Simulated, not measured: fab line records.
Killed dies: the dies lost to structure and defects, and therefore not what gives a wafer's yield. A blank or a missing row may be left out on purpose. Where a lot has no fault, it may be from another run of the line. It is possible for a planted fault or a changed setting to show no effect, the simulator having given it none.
Which of the tools did it? | flow n5-finfet | 10 lots with 28 wafers sampled at 4 steps, on a route of 1938 steps

== WHAT THE GAUGES READ, wafer by wafer ==
N5_BEOL_M4_RC_MEAS_101.
lot  | measured     | on        | DIBL_N (mV/V)  | DIBL_P (mV/V)  | IOFF_N (nA/um)    | IOFF_P (nA/um) | ION_N (uA/um) | ION_P (uA/um) | SS_N (mV/dec)  | SS_P (mV/dec)  | VT_N (mV)         | VT_P (mV)
L218 | day 8 10:36  | prober-02 | 38.7 37.7 36.0 | 39.4 37.9 37.8 | 0.182 0.165 0.146 | 0.26 0.24 0.23 | 668 662 661   | 458 454 462   | 72.7 72.7 71.7 | 73.5 73.6 73.2 | 252.3 253.9 252.5 | -247 -247 -249
L220 | day 9 04:24  | prober-01 | 35.0 36.1 37.3 | 35.2 37.3 37.2 | 0.160 0.185 0.194 | 0.23 0.26 0.26 | 683 693 682   | 467 474 469   | 70.9 71.6 71.8 | 73.1 73.2 73.5 | 246.9 248.3 245.2 | -249 -245 -247
L222 | day 9 14:58  | prober-02 | 34.4 39.7 37.1 | 34.3 39.3 37.0 | 0.115 0.204 0.149 | 0.14 0.20 0.18 | 653 664 666   | 443 447 453   | 70.9 72.2 72.0 | 71.9 73.8 73.4 | 253.0 248.9 252.5 | -259 -254 -256
L223 | day 9 20:05  | prober-02 | 35.8 36.5 36.2 | 35.7 37.4 37.3 | 0.138 0.160 0.155 | 0.22 0.24 0.24 | 664 672 674   | 461 469 466   | 71.4 71.9 72.1 | 72.8 73.1 72.9 | 252.6 249.0 246.5 | -250 -248 -247
L225 | day 10 08:25 | prober-01 | 38.0 37.1 38.6 | 38.1 36.7 38.0 | 0.166 0.147 0.166 | 0.24 0.21 0.23 | 675 674 669   | 465 466 463   | 71.7 71.3 72.2 | 73.9 73.9 74.0 | 249.4 251.3 250.2 | -245 -249 -248
L227 | day 11 10:22 | prober-01 | 35.9 36.2 38.0 | 35.1 35.7 38.0 | 0.149 0.153 0.192 | 0.18 0.19 0.23 | 667 683 683   | 454 465 467   | 72.2 71.1 71.8 | 73.1 72.3 73.2 | 250.0 248.9 244.7 | -253 -251 -249
L228 | day 11 12:47 | prober-02 | 35.3 35.3 32.9 | 35.5 35.3 32.6 | 0.162 0.161 0.119 | 0.23 0.23 0.19 | 678 677 666   | 464 464 459   | 71.4 70.8 70.7 | 74.0 73.5 71.7 | 251.4 250.4 253.0 | -245 -248 -247
L232 | day 12 03:58 | prober-02 | 36.9 36.1 37.9 | 36.6 36.0 37.5 | 0.160 0.148 0.186 | 0.22 0.20 0.22 | 668 674 668   | 460 460 456   | 72.4 71.6 72.3 | 73.3 73.1 72.8 | 250.9 252.0 248.8 | -250 -251 -253
L235 | day 12 11:14 | prober-01 | 38.0 38.2      | 37.8 37.4      | 0.192 0.187       | 0.24 0.22      | 691 687       | 469 468       | 72.7 72.1      | 73.1 73.4      | 248.7 246.8       | -248 -250
L236 | day 13 10:23 | prober-01 | 35.6 34.5      | 36.6 34.1      | 0.144 0.115       | 0.20 0.16      | 666 653       | 458 452       | 71.2 71.0      | 73.3 72.6      | 250.0 254.2       | -250 -252

== TOOL THAT RAN EACH LOT (tool first, then ch and the chambers of the sampled wafers, then the start) ==
lot  | N5_BEOL_M4_ANNEAL_87         | N5_BEOL_M4_CO_CAP_55             | N5_BEOL_M4_DEP_57
L218 | pvd-sputter-03, day 8 02:44  | cvd-co-01 ch 0,1,2, day 8 09:56  | pecvd-02 ch 0,1,2, day 8 10:02
L220 | pvd-sputter-03, day 9 01:56  | cvd-co-01 ch 0,1,2, day 9 04:01  | pecvd-01 ch 0,1, day 9 04:08
L222 | pvd-sputter-02, day 9 12:51  | cvd-co-01 ch 0,1,2, day 9 14:44  | pecvd-01 ch 1,2, day 9 14:51
L223 | pvd-sputter-03, day 9 17:58  | cvd-co-01 ch 1,2, day 9 19:51    | pecvd-01 ch 0,2, day 9 19:58
L225 | pvd-sputter-02, day 10 05:56 | cvd-co-01 ch 0,1, day 10 07:52   | pecvd-02 ch 0,1, day 10 07:59
L227 | pvd-sputter-03, day 11 07:02 | cvd-co-02 ch 1,2, day 11 09:50   | pecvd-01 ch 0,1, day 11 09:57
L228 | pvd-sputter-03, day 11 10:10 | cvd-co-01 ch 0,1,2, day 11 12:05 | pecvd-02 ch 0,1, day 11 12:12
L232 | pvd-sputter-01, day 12 01:41 | cvd-co-02 ch 0,2, day 12 03:34   | pecvd-04 ch 1,2, day 12 03:41
L235 | pvd-sputter-03, day 12 09:03 | cvd-co-01 ch 1,2, day 12 10:57   | pecvd-04 ch 1,2, day 12 11:04
L236 | pvd-sputter-02, day 13 07:45 | cvd-co-01 ch 0,2, day 13 09:43   | pecvd-01 ch 0,2, day 13 09:49
- N5_BEOL_M4_ANNEAL_87: time 240 s.
- N5_BEOL_M4_CO_CAP_55: material Co, precursor CCTBA/H2, target thk 2 nm, time 102.1 s.
- N5_BEOL_M4_DEP_57: deposits SiCN from 3MS/NH3, target thk 8 nm, time 14 s.

== AS READ BY THE TOOLS THEMSELVES (means over the sampled wafers that have a number; for cases with no such wafer, the mark the record gives instead) ==
N5_BEOL_M4_ANNEAL_87.
lot  | tool           | heater-power-w (W)
L218 | pvd-sputter-03 | 814
L220 | pvd-sputter-03 | 765
L222 | pvd-sputter-02 | 834
L223 | pvd-sputter-03 | 825
L225 | pvd-sputter-02 | 937
L227 | pvd-sputter-03 | 784
L228 | pvd-sputter-03 | 817
L232 | pvd-sputter-01 | 833
L235 | pvd-sputter-03 | 765
L236 | pvd-sputter-02 | 722

N5_BEOL_M4_CO_CAP_55.
lot  | tool      | heater-power-w (W) | run-length-s (s)
L218 | cvd-co-01 | 225                | 124.8
L220 | cvd-co-01 | 225                | 124.9
L222 | cvd-co-01 | 224                | 124.9
L223 | cvd-co-01 | 231                | 125.3
L225 | cvd-co-01 | 241                | 125.5
L227 | cvd-co-02 | 220                | 125.1
L228 | cvd-co-01 | 230                | 125.1
L232 | cvd-co-02 | 202                | 125.0
L235 | cvd-co-01 | 226                | 151.6
L236 | cvd-co-01 | 220                | 150.8

N5_BEOL_M4_DEP_57.
lot  | tool     | rf-fwd-power-W (W) | showerhead-plenum-p-Torr (Torr) | throttle-valve-pct (%)
L218 | pecvd-02 | 198.6              | 3.658                           | 8.5
L220 | pecvd-01 | 199.9              | 3.656                           | 9.4
L222 | pecvd-01 | 199.5              | 3.649                           | 9.0
L223 | pecvd-01 | 199.9              | 3.661                           | 9.4
L225 | pecvd-02 | 198.7              | 3.661                           | 8.8
L227 | pecvd-01 | 199.3              | 3.647                           | 9.3
L228 | pecvd-02 | 200.1              | 3.665                           | 8.7
L232 | pecvd-04 | 200.5              | 3.676                           | 8.8
L235 | pecvd-04 | 199.6              | 3.683                           | 8.9
L236 | pecvd-01 | 199.8              | 3.659                           | 9.1

== THE ANSWER, worked out from the rows above alone ==
Rule: the usual values come from the lots themselves. Put in order of their means at a reading, lots are off if they are a third of the lots or fewer, leave a main group of 4 or more, and stand apart from it by a gap of 3 or more times the standard deviation of the main group's means; of several such gaps the widest counts. Not used: any main group whose means are identical at the precision the tables above print for the reading. A lot without any number at a reading at which 4 lots or more have one is off too. The other lots that the step has rows for count as sound. The gauges are gone through in route order, then the tools' own readings, and for those a lot's mean is taken as printed above. At the first step where some lot is off, the reading lying furthest off is the one used; lots without a number count as furthest.
Off: L235, L236 (N5_BEOL_M4_CO_CAP_55, run-length-s). Mean 125.1 s and standard deviation 0.22 in the main group.
A tool fits if, at that step or a process step before it, it ran every lot that is off, and no sound lot after the first of them. One fits: N5_BEOL_M4_CO_CAP_55 on cvd-co-01. A fault onset in the window from L228 (day 11 12:05, its last sound lot) to L235 (day 12 10:57, its first lot off) fits.
The tool's own readings at N5_BEOL_M4_CO_CAP_55 bear it out: on the lots that are off they differ by more than 5 times the standard deviation of the sound lots' means. run-length-s reads 151.2 s there against 125.1 s on the sound lots.

== WHAT WAS PUT IN BY THE SIMULATOR ==
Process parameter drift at N5_BEOL_M4_CO_CAP_55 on cvd-co-01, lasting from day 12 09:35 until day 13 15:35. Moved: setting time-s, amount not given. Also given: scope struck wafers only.
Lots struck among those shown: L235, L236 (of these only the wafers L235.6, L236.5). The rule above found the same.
